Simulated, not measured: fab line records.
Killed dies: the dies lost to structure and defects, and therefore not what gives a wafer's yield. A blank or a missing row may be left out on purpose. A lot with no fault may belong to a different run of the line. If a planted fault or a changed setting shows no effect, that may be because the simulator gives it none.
Matching of chambers    flow n5 finfet    N5_BEOL_M2_DEP_57 on pecvd-01 has 3 sister chambers
The step deposits SiCN from 3MS/NH3, target thk 8 nm, time 14 s. 3 wafers are shown with their chamber, then 8 later ones without.

WAFERS WITH THEIR CHAMBER
wafer   chamber  showerhead plenum p Torr (Torr)
L086.4  0        3.684
L086.6  2        3.629
L087.3  1        3.665

WAFERS MISSING THEIR CHAMBER
wafer   showerhead plenum p Torr (Torr)
L087.4  3.657
L087.6  3.678
L090.2  3.689
L090.3  3.629
L090.5  3.660
L093.2  3.631
L093.4  3.668
L093.6  3.685

CHAMBER TAKEN BY EACH
wafer   from the rows above      in truth
L087.4  1                        1
L087.6  can't be placed: 0 or 1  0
L090.2  0                        0
L090.3  2                        2
L090.5  1                        1
L093.2  2                        2
L093.4  1                        1
L093.6  0                        0
Correct placement for 7 of the 8. Can't be placed from these rows: 1 (the true chamber is among the candidates in 1). Placed wrongly: 0.
How it was worked out, from the rows above alone: a wafer's distance from a chamber is the root of the sum, over the readings, of the square of ((its reading less the chamber's mean) divided by the reading's scatter). If the next closest chamber is less than 2 further off than the closest, the wafer can't be placed; otherwise it belongs to the closest. For every chamber, the mean is computed from those of its wafers that are shown. The scatter: with one shown wafer a chamber, the root of the mean of the squares of how far each hidden wafer lies from its nearest shown one.
